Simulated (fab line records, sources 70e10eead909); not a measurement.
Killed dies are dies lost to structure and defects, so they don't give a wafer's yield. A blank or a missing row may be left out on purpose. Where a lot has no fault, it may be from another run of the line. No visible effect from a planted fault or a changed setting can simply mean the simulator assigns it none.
fab line records | flow nand-harc
record lots=24 wafers=72 last-day=33
route steps=1302 shown A_DECK1_JOINT@544 A_ONON_D2@557 A_CHANNEL_HOLE_D2@582
lots that met no fault: from a run of the same line without faults
start-h: start of the lot's first displayed wafer, in hours after the record's first day | wait-h: how many hours have passed since the lot's step before this one | " repeats the value in the row above | L1.1+2: one row covering several wafers at once | - either no value or no given start | * or withheld: withheld | < > ~ a bound
route shown NAME@n: names a module that has steps shown in the file, with the first one's number in the route | usual: average and standard deviation across the fault-free wafers | same: alike in all rows | chamber/n: place in a boat | sites: the reading at each site | _std_site: how widely they spread, as a standard deviation | _edge_site: inner sites' mean taken away from outer sites' mean | radius-mm: for every site, how far away it sits from the centre of the wafer | mask NAME#n: copy n | behind: the last tool/chamber to shape the wafer | hold: why the lot went on hold/how many hours it stayed there/how the hold came to an end | device: which transistor (n, p or np) failed to switch | end of line: the same wafers' tests at the end of the route | where a step has no rows: the recipe by itself | killed: not the wafer's yield, but the dies lost to structure and defects at the first sort | map: a wafer's dies, x killed, . not, _ none there
set.NAME: the setting as run; set.NAME@STEP: as run at that earlier step | model.NAME: the simulator's own value behind a step, which no gauge read
route steps across a sampled set of lots; one table per step, one row per wafer
services: the hour from which a tool's chamber was out of use, counted from the record's first day as start-h (under 0 if before that day), plus the number of hours and why
## steps
# step NHARC_A_DECK1_JOINT_INSPECT_05
# usual raw-defect-count=290/100
# columns lot.wafer tool chamber start-h wait-h raw-defect-count
L074.3 defect-inspect-02 - 265.95 0.0 248
L074.5 " - " " 295
L074.6 " - " " 285
L075.1 defect-inspect-02 - 278.13 0.0 277
L075.5 " - " " 369
L075.6 " - " " 345
L076.1 defect-inspect-01 - 287.70 0.0 340
L076.3 " - " " 263
L076.6 " - " " 281
L078.2 defect-inspect-01 - 299.07 0.0 302
L078.4 " - " " 395
L078.6 " - " " 309
L077.2 defect-inspect-02 - 299.14 0.0 371
L077.4 " - " " 247
L077.6 " - " " 285
L079.1 defect-inspect-01 - 328.33 0.0 183
L079.2 " - " " 246
L079.6 " - " " 297
L080.2 defect-inspect-01 - 338.37 0.0 279
L080.3 " - " " 383
L080.5 " - " " 261
L081.4 defect-inspect-02 - 338.39 0.0 282
L081.5 " - " " 331
L081.6 " - " " 506
L082.2 defect-inspect-01 - 351.67 0.1 290
L082.4 " - " " 193
L082.6 " - " " 153
L083.1 defect-inspect-02 - 373.32 0.0 223
L083.2 " - " " 251
L083.4 " - " " 397
L084.2 defect-inspect-01 - 373.32 0.0 447
L084.3 " - " " 301
L084.6 " - " " 470
L085.1 defect-inspect-02 - 379.10 0.0 330
L085.3 " - " " 118
L085.6 " - " " 160
L086.1 defect-inspect-02 - 387.99 0.0 158
L086.5 " - " " 208
L086.6 " - " " 416
L087.1 defect-inspect-02 - 390.14 0.0 413
L087.3 " - " " 346
L087.4 " - " " 214
L088.3 defect-inspect-01 - 416.12 0.0 222
L088.4 " - " " 272
L088.6 " - " " 236
L089.1 defect-inspect-02 - 416.15 0.0 220
L089.2 " - " " 198
L089.3 " - " " 212
L090.1 defect-inspect-02 - 440.94 0.0 149
L090.2 " - " " 260
L090.5 " - " " 255
L091.1 defect-inspect-01 - 440.94 0.0 403
L091.2 " - " " 205
L091.3 " - " " 291
L092.2 defect-inspect-02 - 456.66 0.0 167
L092.4 " - " " 267
L092.6 " - " " 291
L093.1 defect-inspect-01 - 456.75 0.0 175
L093.3 " - " " 177
L093.5 " - " " 259
L094.3 defect-inspect-02 - 474.49 0.0 286
L094.4 " - " " 544
L094.5 " - " " 529
L096.1 defect-inspect-02 - 487.39 0.0 307
L096.2 " - " " 181
L096.4 " - " " 271
L095.2 defect-inspect-01 - 487.40 0.0 332
L095.3 " - " " 200
L095.6 " - " " 446
L097.4 defect-inspect-01 - 499.05 0.0 279
L097.5 " - " " 219
L097.6 " - " " 266
# step NHARC_A_ONON_D2_THK_MEAS_18
# recipe thk-meas-gauge=ellipsometry
# usual thk-nm=1001/7.3
# columns lot.wafer tool chamber start-h wait-h thk-nm
L074.3 film-metro-02 - 276.51 - 1004
L074.5 " - " " 1001
L074.6 " - " " 1003
L075.1 film-metro-02 - 288.75 - 998
L075.5 " - " " 997
L075.6 " - " " 997
L076.1 film-metro-01 - 297.98 - 1006
L076.3 " - " " 1007
L076.6 " - " " 1005
L078.2 film-metro-01 - 309.69 - 1006
L078.4 " - " " 1006
L078.6 " - " " 1004
L077.2 film-metro-02 - 309.69 - 1003
L077.4 " - " " 1005
L077.6 " - " " 1006
L079.1 film-metro-02 - 340.21 - 998
L079.2 " - " " 999
L079.6 " - " " 999
L081.4 film-metro-02 - 348.51 - 1002
L081.5 " - " " 1003
L081.6 " - " " 1001
L080.2 film-metro-01 - 348.52 - 1006
L080.3 " - " " 1007
L080.5 " - " " 1008
L082.2 film-metro-02 - 362.21 - 987
L082.4 " - " " 987
L082.6 " - " " 988
L085.1 film-metro-01 - 386.74 - 1007
L085.3 " - " " 1006
L085.6 " - " " 1005
L084.2 film-metro-01 - 386.75 - 1004
L084.3 " - " " 1005
L084.6 " - " " 1005
L083.1 film-metro-01 - 386.75 - 1000
L083.2 " - " " 998
L083.4 " - " " 999
L086.1 film-metro-02 - 399.68 - 1012
L086.5 " - " " 1014
L086.6 " - " " 1014
L087.1 film-metro-01 - 399.69 - 984
L087.3 " - " " 984
L087.4 " - " " 983
L089.1 film-metro-02 - 426.74 - 1010
L089.2 " - " " 1008
L089.3 " - " " 1008
L088.3 film-metro-02 - 426.77 - 991
L088.4 " - " " 992
L088.6 " - " " 992
L090.1 film-metro-01 - 451.25 - 995
L090.2 " - " " 995
L090.5 " - " " 994
L091.1 film-metro-01 - 451.26 - 1010
L091.2 " - " " 1009
L091.3 " - " " 1008
L092.2 film-metro-01 - 466.90 - 1002
L092.4 " - " " 1002
L092.6 " - " " 1001
L093.1 film-metro-02 - 466.90 - 1009
L093.3 " - " " 1011
L093.5 " - " " 1010
L094.3 film-metro-02 - 484.68 - 998
L094.4 " - " " 998
L094.5 " - " " 998
L096.1 film-metro-02 - 497.59 - 1008
L096.2 " - " " 1008
L096.4 " - " " 1006
L095.2 film-metro-01 - 497.60 - 998
L095.3 " - " " 997
L095.6 " - " " 997
L097.4 film-metro-02 - 509.95 - 991
L097.5 " - " " 991
L097.6 " - " " 991
# step NHARC_A_ONON_D2_DEP_33
# recipe target-thk-a=2000 temp-c=400 pressure-torr=6.5 rf-w=900 teos-flow-sccm=161.4 flow-sccm=2650 target-thk-nm=200 gas=O2 material=SiO2
# usual heater-power-w=583/100 mfc-precursor-sccm=161.4/0.5 showerhead-vpp-V=1860/78 throttle-valve-pct=15.9/0.77
# columns lot.wafer tool chamber start-h wait-h heater-power-w mfc-precursor-sccm showerhead-vpp-V throttle-valve-pct
L074.3 pecvd-02 0 278.90 0.1 464 161.7 1783 15.9
L074.6 " 2 " " 692 161.1 1775 15.3
L074.5 " 0 " " 471 161.6 1770 15.9
L075.1 pecvd-02 2 291.08 0.1 586 161.5 1807 15.6
L075.5 " 0 " " 381 161.4 1770 15.7
L075.6 " 1 " " 624 161.9 1787 16.5
L076.1 pecvd-03 0 300.35 0.1 740 161.4 1851 15.2
L076.3 " 1 " " 648 161.4 1929 17.4
L076.6 " 0 " " 735 161.3 1897 15.2
L078.2 pecvd-02 1 312.05 0.1 653 161.1 1808 16.4
L078.4 " 1 " " 653 160.9 1799 16.3
L078.6 " 2 " " 668 161.5 1841 15.4
L077.2 pecvd-03 2 312.16 0.1 390 161.8 1963 15.4
L077.6 " 0 " " 762 161.5 1883 14.9
L077.4 " 1 " " 648 161.4 1917 17.3
L079.2 pecvd-02 0 342.51 0.1 357 161.4 1810 15.9
L079.1 " 2 " " 664 161.2 1790 15.5
L079.6 " 1 " " 637 161.1 1796 16.5
L080.3 pecvd-01 2 350.89 0.1 536 161.3 1972 15.6
L080.2 " 0 " " 673 161.4 1786 15.7
L080.5 " 1 " " 570 161.0 1956 15.5
L081.4 pecvd-02 2 350.98 0.2 677 162.1 1765 15.6
L081.5 " 0 " " 443 161.5 1770 15.8
L081.6 " 1 " " 597 162.5 1784 16.6
L082.2 pecvd-03 0 364.55 0.1 592 161.8 1893 15.4
L082.6 " 0 " " 613 161.8 1897 15.3
L082.4 " 1 " " 507 162.0 1901 17.6
L085.3 pecvd-03 1 389.07 0.1 609 162.0 1951 17.0
L085.1 " 2 " " 504 162.5 1984 15.7
L085.6 " 0 " " 706 161.2 1858 14.3
L084.2 pecvd-01 1 389.08 0.1 628 162.1 1915 15.7
L084.3 " 2 " " 630 161.1 1962 15.6
L084.6 " 1 " " 501 161.3 1916 15.4
L083.2 pecvd-03 0 389.34 0.2 720 161.6 1874 14.4
L083.1 " 1 " " 531 160.3 1948 17.2
L083.4 " 0 " " 712 161.1 1907 14.5
L087.1 pecvd-03 1 402.10 0.1 649 161.5 1934 17.3
L087.3 " 2 " " 440 161.4 2006 15.9
L087.4 " 0 " " 693 161.2 1873 14.7
L086.1 pecvd-02 2 402.11 0.1 684 161.2 1794 15.6
L086.5 " 0 " " 455 160.8 1782 16.4
L086.6 " 2 " " 689 160.5 1776 15.5
L089.3 pecvd-01 2 429.06 0.1 666 161.3 1940 16.0
L089.1 " 0 " " 613 160.9 1784 15.9
L089.2 " 1 " " 527 161.3 1925 15.8
L088.3 pecvd-03 1 429.18 0.1 618 161.0 1945 17.2
L088.6 " 2 " " 533 161.8 1990 15.9
L088.4 " 1 " " 640 160.3 1927 17.7
L091.3 pecvd-03 2 453.58 0.1 519 160.7 1946 15.5
L091.1 " 0 " " 691 161.1 1869 14.3
L091.2 " 1 " " 556 162.0 1943 17.3
L090.2 pecvd-02 2 453.62 0.1 688 161.1 1808 15.3
L090.1 " 0 " " 383 161.7 1799 15.7
L090.5 " 1 " " 627 161.4 1800 16.5
L092.2 pecvd-02 2 469.22 0.1 663 161.2 1797 15.4
L092.6 " 2 " " 686 161.0 1823 15.5
L092.4 " 0 " " 404 161.2 1784 16.0
L093.3 pecvd-03 2 469.22 0.1 455 161.8 1954 15.9
L093.1 " 1 " " 528 161.1 1915 17.4
L093.5 " 2 " " 465 161.3 1915 16.0
L094.3 pecvd-01 1 487.02 0.1 608 161.9 1932 15.7
L094.4 " 1 " " 649 162.3 1897 15.6
L094.5 " 2 " " 569 160.9 1965 15.9
L096.2 pecvd-02 0 499.91 0.1 412 161.3 1787 16.1
L096.1 " 1 " " 649 161.4 1779 16.7
L096.4 " 0 " " 415 160.8 1787 16.1
L095.3 pecvd-02 0 500.18 0.2 373 161.0 1786 16.1
L095.2 " 2 " " 724 162.0 1776 15.4
L095.6 " 2 " " 567 161.7 1768 15.4
L097.6 pecvd-03 0 512.41 0.2 695 161.4 1876 14.7
L097.5 " 1 " " 616 161.9 1947 17.6
L097.4 " 2 " " 540 161.7 1966 15.8
# step NHARC_A_CHANNEL_HOLE_D2_CD_MEAS_10
# recipe target-cd-nm=100 landing-energy-ev=500
# usual cd-nm=100.1/0.61
# columns lot.wafer tool chamber start-h wait-h cd-nm
L074.3 cd-sem-01 0 282.03 - 99.8
L074.5 " 0 " " 100.7
L074.6 " 0 " " 100.5
L075.1 cd-sem-01 0 294.18 - 100.1
L075.5 " 0 " " 99.6
L075.6 " 0 " " 100.3
L076.1 cd-sem-01 0 307.42 - 99.9
L076.3 " 0 " " 99.2
L076.6 " 0 " " 100.2
L078.2 cd-sem-02 0 318.94 - 100.3
L078.4 " 0 " " 99.7
L078.6 " 0 " " 99.2
L077.2 cd-sem-03 0 319.12 - 99.8
L077.4 " 0 " " 100.4
L077.6 " 0 " " 100.7
L079.1 cd-sem-03 0 346.30 - 100.4
L079.2 " 0 " " 100.7
L079.6 " 0 " " 99.6
L081.4 cd-sem-03 0 355.28 - 100.3
L081.5 " 0 " " 101.3
L081.6 " 0 " " 100.1
L080.2 cd-sem-03 0 356.68 - 100.2
L080.3 " 0 " " 99.5
L080.5 " 0 " " 99.7
L082.2 cd-sem-01 0 367.89 - 100.1
L082.4 " 0 " " 99.9
L082.6 " 0 " " 100.3
L085.1 cd-sem-02 0 392.29 - 99.8
L085.3 " 0 " " 100.3
L085.6 " 0 " " 99.7
L084.2 cd-sem-02 0 393.37 - 100.0
L084.3 " 0 " " 101.3
L084.6 " 0 " " 101.1
L083.1 cd-sem-03 0 394.18 - 98.9
L083.2 " 0 " " 100.4
L083.4 " 0 " " 99.4
L086.1 cd-sem-02 0 406.45 - 99.9
L086.5 " 0 " " 100.7
L086.6 " 0 " " 100.4
L087.1 cd-sem-01 0 408.32 - 99.9
L087.3 " 0 " " 100.2
L087.4 " 0 " " 100.6
L089.1 cd-sem-03 0 436.26 - 100.4
L089.2 " 0 " " 99.2
L089.3 " 0 " " 99.4
L088.3 cd-sem-02 0 436.93 - 99.4
L088.4 " 0 " " 99.1
L088.6 " 0 " " 99.3
L090.1 cd-sem-03 0 456.64 - 100.0
L090.2 " 0 " " 101.1
L090.5 " 0 " " 100.3
L091.1 cd-sem-02 0 456.88 - 100.5
L091.2 " 0 " " 100.1
L091.3 " 0 " " 100.9
L093.1 cd-sem-02 0 475.28 - 100.8
L093.3 " 0 " " 100.2
L093.5 " 0 " " 101.1
L092.2 cd-sem-02 0 475.44 - 100.5
L092.4 " 0 " " 101.0
L092.6 " 0 " " 100.2
L094.3 cd-sem-03 0 491.39 - 100.2
L094.4 " 0 " " 99.6
L094.5 " 0 " " 100.5
L096.1 cd-sem-03 0 502.98 - 100.6
L096.2 " 0 " " 99.4
L096.4 " 0 " " 99.7
L095.2 cd-sem-03 0 504.63 - 99.7
L095.3 " 0 " " 99.6
L095.6 " 0 " " 100.3
L097.4 cd-sem-02 0 517.34 - 99.2
L097.5 " 0 " " 99.7
L097.6 " 0 " " 99.9
# step NHARC_A_CHANNEL_HOLE_D2_INSPECT_12
# usual raw-defect-count=32/22
# columns lot.wafer tool chamber start-h wait-h raw-defect-count
L074.3 defect-inspect-02 - 282.15 0.0 61
L074.5 " - " " 49
L074.6 " - " " 61
L075.1 defect-inspect-02 - 294.30 0.0 49
L075.5 " - " " 63
L075.6 " - " " 62
L076.1 defect-inspect-02 - 307.54 0.0 54
L076.3 " - " " 63
L076.6 " - " " 57
L078.2 defect-inspect-01 - 319.06 0.0 4
L078.4 " - " " 7
L078.6 " - " " 5
L077.2 defect-inspect-02 - 319.24 0.0 66
L077.4 " - " " 56
L077.6 " - " " 55
L079.1 defect-inspect-01 - 346.43 0.0 47
L079.2 " - " " 71
L079.6 " - " " 63
L081.4 defect-inspect-02 - 355.39 0.0 9
L081.5 " - " " 9
L081.6 " - " " 3
L080.2 defect-inspect-01 - 356.80 0.0 51
L080.3 " - " " 49
L080.5 " - " " 51
L082.2 defect-inspect-02 - 368.02 0.0 11
L082.4 " - " " 10
L082.6 " - " " 11
L085.1 defect-inspect-01 - 392.41 0.0 13
L085.3 " - " " 15
L085.6 " - " " 15
L084.2 defect-inspect-02 - 393.49 0.0 11
L084.3 " - " " 9
L084.6 " - " " 18
L083.1 defect-inspect-02 - 394.30 0.0 8
L083.2 " - " " 16
L083.4 " - " " 12
L086.1 defect-inspect-01 - 406.57 0.0 10
L086.5 " - " " 9
L086.6 " - " " 12
L087.1 defect-inspect-01 - 408.45 0.0 57
L087.3 " - " " 57
L087.4 " - " " 59
L089.1 defect-inspect-02 - 436.39 0.0 10
L089.2 " - " " 18
L089.3 " - " " 13
L088.3 defect-inspect-01 - 437.05 0.0 78
L088.4 " - " " 57
L088.6 " - " " 55
L090.1 defect-inspect-02 - 456.76 0.0 14
L090.2 " - " " 19
L090.5 " - " " 22
L091.1 defect-inspect-01 - 457.00 0.0 80
L091.2 " - " " 52
L091.3 " - " " 50
L093.1 defect-inspect-01 - 475.40 0.0 55
L093.3 " - " " 57
L093.5 " - " " 50
L092.2 defect-inspect-02 - 475.56 0.0 13
L092.4 " - " " 19
L092.6 " - " " 20
L094.3 defect-inspect-02 - 491.51 0.0 20
L094.4 " - " " 22
L094.5 " - " " 23
L096.1 defect-inspect-01 - 503.11 0.0 7
L096.2 " - " " 3
L096.4 " - " " 8
L095.2 defect-inspect-01 - 504.75 0.0 25
L095.3 " - " " 19
L095.6 " - " " 26
L097.4 defect-inspect-02 - 517.46 0.0 31
L097.5 " - " " 30
L097.6 " - " " 22
# step NHARC_A_CHANNEL_HOLE_D2_ETCH_26
# recipe bias-v=300 source-w=2000 pressure-mtorr=30 time-s=224.1 ar-flow-sccm=375 c4f8-flow-sccm=11.4 o2-flow-sccm=113.6 temp-c=-20 target-depth-a=3000 chemistry=C4F8/O2/Ar
# usual drypump-motor-current-A=5.6/0.36 showerhead-plenum-p-Torr=3.73/0.13 throttle-valve-pct=24.583/0.0096
# columns lot.wafer tool chamber start-h wait-h drypump-motor-current-A rf-hours-counter-h showerhead-plenum-p-Torr throttle-valve-pct
L074.3 har-etch-02 0 290.94 0.5 5.7 - 3.71 24.575
L074.5 " 0 " " 5.7 - 3.71 24.586
L074.6 " 1 " " 5.7 - 3.99 24.576
L075.1 har-etch-02 1 299.35 0.6 5.7 364 3.99 24.583
L075.6 " 0 " " 5.8 - 3.71 24.594
L075.5 " 1 " " 5.7 - 3.99 24.567
L076.1 har-etch-01 0 314.66 0.7 6.0 167 3.64 24.573
L076.3 " 0 " " 6.1 - 3.64 24.573
L076.6 " 0 " " 6.1 - 3.64 24.590
L078.2 har-etch-02 0 324.10 0.7 5.7 379 3.70 24.582
L078.4 " 1 " " 5.7 - 3.98 24.594
L078.6 " 1 " " 5.7 - 3.98 24.556
L077.2 har-etch-01 1 326.24 0.6 5.1 175 3.73 24.583
L077.4 " 1 " " 5.1 - 3.73 24.599
L077.6 " 0 " " 6.0 - 3.63 24.574
L079.2 har-etch-01 0 351.42 0.7 6.1 183 3.63 24.585
L079.1 " 1 " " 5.1 183 3.72 24.575
L079.6 " 1 " " 5.1 - 3.72 24.575
L081.4 har-etch-02 0 360.78 0.5 5.7 - 3.69 24.579
L081.6 " 0 " " 5.7 - 3.69 24.586
L081.5 " 1 " " 5.7 - 3.97 24.570
L080.2 har-etch-01 0 361.84 0.6 6.1 191 3.63 24.584
L080.3 " 0 " " 6.1 - 3.63 24.584
L080.5 " 1 " " 5.1 - 3.72 24.577
L082.2 har-etch-01 0 375.81 0.7 6.1 202 3.62 24.577
L082.4 " 0 " " 6.1 - 3.62 24.578
L082.6 " 0 " " 6.1 - 3.62 24.590
L085.1 har-etch-02 0 397.78 0.6 5.7 4 3.68 24.586
L085.3 " 0 " " 5.7 - 3.68 24.598
L085.6 " 0 " " 5.7 - 3.68 24.582
L084.2 har-etch-01 0 401.26 0.7 6.1 221 3.61 24.575
L084.3 " 1 " " 5.1 - 3.70 24.588
L084.6 " 1 " " 5.1 - 3.70 24.576
L083.1 har-etch-02 0 401.90 0.7 5.7 8 3.68 24.579
L083.2 " 1 " " 5.7 8 3.96 24.581
L083.4 " 1 " " 5.7 - 3.96 24.575
L086.1 har-etch-02 1 411.62 0.6 5.7 15 3.95 24.575
L086.5 " 0 " " 5.7 - 3.67 24.576
L086.6 " 1 " " 5.7 - 3.95 24.577
L087.1 har-etch-01 0 417.50 0.6 6.1 236 3.60 24.586
L087.3 " 1 " " 5.1 - 3.69 24.594
L087.4 " 0 " " 6.1 - 3.60 24.574
L089.2 har-etch-01 1 441.42 0.7 5.1 244 3.69 24.571
L089.1 " 0 " " 6.1 244 3.60 24.576
L089.3 " 1 " " 5.1 - 3.69 24.595
L088.4 har-etch-02 1 443.37 0.5 5.7 - 3.94 24.569
L088.3 " 0 " " 5.7 - 3.66 24.579
L088.6 " 1 " " 5.7 - 3.94 24.562
L090.2 har-etch-01 1 463.41 0.7 5.1 259 3.68 24.594
L090.1 " 0 " " 6.1 259 3.59 24.587
L090.5 " 0 " " 6.1 - 3.59 24.586
L091.1 har-etch-02 0 465.14 0.7 5.8 46 3.66 24.585
L091.2 " 1 " " 5.7 46 3.93 24.584
L091.3 " 1 " " 5.7 - 3.93 24.583
L093.1 har-etch-01 0 481.04 0.7 6.0 271 3.58 24.569
L093.3 " 1 " " 5.1 - 3.67 24.592
L093.5 " 1 " " 5.1 - 3.67 24.575
L092.2 har-etch-02 0 484.28 0.7 5.7 57 3.65 24.576
L092.4 " 1 " " 5.7 - 3.93 24.596
L092.6 " 0 " " 5.7 - 3.65 24.588
L094.4 har-etch-01 1 496.60 0.5 5.1 - 3.67 24.578
L094.3 " 0 " " 6.1 - 3.58 24.592
L094.5 " 0 " " 6.1 - 3.58 24.594
L096.1 har-etch-01 0 510.36 0.7 6.1 286 3.57 24.593
L096.2 " 1 " " 5.1 286 3.66 24.577
L096.4 " 0 " " 6.1 - 3.57 24.577
L095.2 har-etch-02 0 511.80 0.6 5.7 72 3.64 24.594
L095.3 " 0 " " 5.7 - 3.64 24.599
L095.6 " 0 " " 5.7 - 3.64 24.571
L097.4 har-etch-01 1 522.74 0.4 5.1 - 3.66 24.596
L097.6 " 0 " " 6.1 - 3.57 24.559
L097.5 " 1 " " 5.1 - 3.66 24.600
## services
# columns tool chamber start-h hours kind
har-etch-02 1 263.24 - consumable-replace:showerhead
har-etch-02 1 263.24 17.0 scheduled-down
har-etch-02 1 263.24 17.0 vent-cycle
pecvd-02 2 297.35 2.5 repair
pecvd-01 - 311.40 13.0 pm
pecvd-03 2 319.45 6.8 repair
pecvd-03 - 346.67 1.6 repair
pecvd-03 - 366.74 13.0 pm
pecvd-03 0 366.74 13.0 vent-cycle
pecvd-03 1 366.74 13.0 vent-cycle
pecvd-03 2 366.74 13.0 vent-cycle
har-etch-02 - 377.00 17.0 pm
har-etch-02 0 377.00 17.0 vent-cycle
har-etch-02 1 377.00 17.0 vent-cycle
pecvd-03 0 379.74 - clean
pecvd-03 1 379.74 - clean
har-etch-02 0 394.00 - clean
har-etch-02 0 394.00 - consumable-replace:esc
har-etch-02 1 394.00 - clean
har-etch-02 1 394.00 - consumable-replace:focus-ring
pecvd-02 - 408.29 13.0 pm
pecvd-01 0 430.96 3.2 repair
pecvd-01 - 468.72 4.3 repair
pecvd-01 - 492.40 13.0 pm
## key
fault none
